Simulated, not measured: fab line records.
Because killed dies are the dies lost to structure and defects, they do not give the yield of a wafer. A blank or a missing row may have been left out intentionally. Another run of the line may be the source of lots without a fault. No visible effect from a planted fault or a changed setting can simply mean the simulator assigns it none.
Matching of chambers | flow n5 finfet | N5_BEOL_M5_ETCH_67 on rie diel-04: 4 sister chambers
The step etches SiARC in CF4, target depth 15.6 nm, time 26 s. 24 wafers are shown with their chamber, then 12 later ones without.

== WAFERS, EACH WITH ITS CHAMBER ==
wafer  | chamber | drypump motor current A (A) | showerhead plenum p Torr (Torr) | throttle valve pct (%)
L075.1 | 2       | 5.4                         | 2.14                            | 15.64
L075.3 | 0       | 6.3                         | 2.05                            | 16.01
L075.5 | 1       | 6.0                         | 2.22                            | 15.67
L077.1 | 2       | 5.4                         | 2.14                            | 15.65
L077.3 | 1       | 6.0                         | 2.22                            | 15.71
L077.5 | 0       | 6.3                         | 2.05                            | 16.02
L080.2 | 0       | 6.3                         | 2.04                            | 16.03
L080.3 | 2       | 5.4                         | 2.14                            | 15.67
L080.6 | 2       | 5.4                         | 2.14                            | 15.67
L083.2 | 1       | 6.0                         | 2.22                            | 15.69
L083.3 | 3       | 5.9                         | 2.21                            | 15.64
L083.6 | 1       | 6.0                         | 2.22                            | 15.69
L086.1 | 3       | 6.0                         | 2.21                            | 15.66
L086.3 | 0       | 6.3                         | 2.04                            | 16.06
L086.4 | 1       | 6.0                         | 2.21                            | 15.70
L085.2 | 3       | 5.9                         | 2.21                            | 15.66
L085.3 | 0       | 6.3                         | 2.04                            | 16.06
L085.4 | 3       | 5.9                         | 2.21                            | 15.66
L087.2 | 0       | 6.3                         | 2.04                            | 16.07
L087.3 | 3       | 6.0                         | 2.21                            | 15.67
L087.5 | 0       | 6.3                         | 2.04                            | 16.05
L090.1 | 0       | 6.3                         | 2.04                            | 16.08
L090.5 | 2       | 5.4                         | 2.13                            | 15.68
L090.6 | 3       | 6.0                         | 2.21                            | 15.66

SIGNATURES (means of the wafers above)
reading                  | chamber 0 | chamber 1 | chamber 2 | chamber 3 | scatter within a chamber
drypump motor current A  | 6.300     | 6.000     | 5.400     | 5.950     | 0.0274
showerhead plenum p Torr | 2.0425    | 2.2180    | 2.1380    | 2.2100    | 0.00394
throttle valve pct       | 16.0475   | 15.6920   | 15.6620   | 15.6583   | 0.0184
Rule: a wafer's distance from a chamber is the root of the sum, over the readings, of the square of ((its reading less the chamber's mean) divided by the reading's scatter). The wafer belongs to the nearest chamber; if the next one is less than 2 further off, it can't be placed. The scatter is the square root of a quotient: the sum, over the shown wafers, of each reading's squared deviation from its chamber's mean, divided by wafers minus chambers.

== WAFERS MISSING THEIR CHAMBER ==
wafer  | drypump motor current A (A) | showerhead plenum p Torr (Torr) | throttle valve pct (%)
L091.1 | 5.9                         | 2.21                            | 15.70
L091.3 | 5.4                         | 2.13                            | 15.69
L091.6 | 5.4                         | 2.13                            | 15.68
L093.3 | 5.4                         | 2.13                            | 15.69
L093.5 | 6.3                         | 2.04                            | 16.09
L093.6 | 6.0                         | 2.21                            | 15.74
L096.4 | 6.0                         | 2.21                            | 15.75
L096.5 | 5.4                         | 2.13                            | 15.70
L096.6 | 6.0                         | 2.20                            | 15.69
L097.1 | 6.0                         | 2.20                            | 15.70
L097.2 | 6.0                         | 2.21                            | 15.74
L097.6 | 5.4                         | 2.13                            | 15.71

== EACH ONE'S CHAMBER ==
wafer  | from the rows above     | in truth
L091.1 | can't be placed: 3 or 1 | 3
L091.3 | 2                       | 2
L091.6 | 2                       | 2
L093.3 | 2                       | 2
L093.5 | 0                       | 0
L093.6 | can't be placed: 1 or 3 | 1
L096.4 | can't be placed: 1 or 3 | 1
L096.5 | 2                       | 2
L096.6 | can't be placed: 3 or 1 | 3
L097.1 | can't be placed: 3 or 1 | 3
L097.2 | can't be placed: 1 or 3 | 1
L097.6 | 2                       | 2
6 of 12 placed correctly. Not placeable from these rows: 6 (in 6, the candidates include the true chamber). 0 placed wrongly.
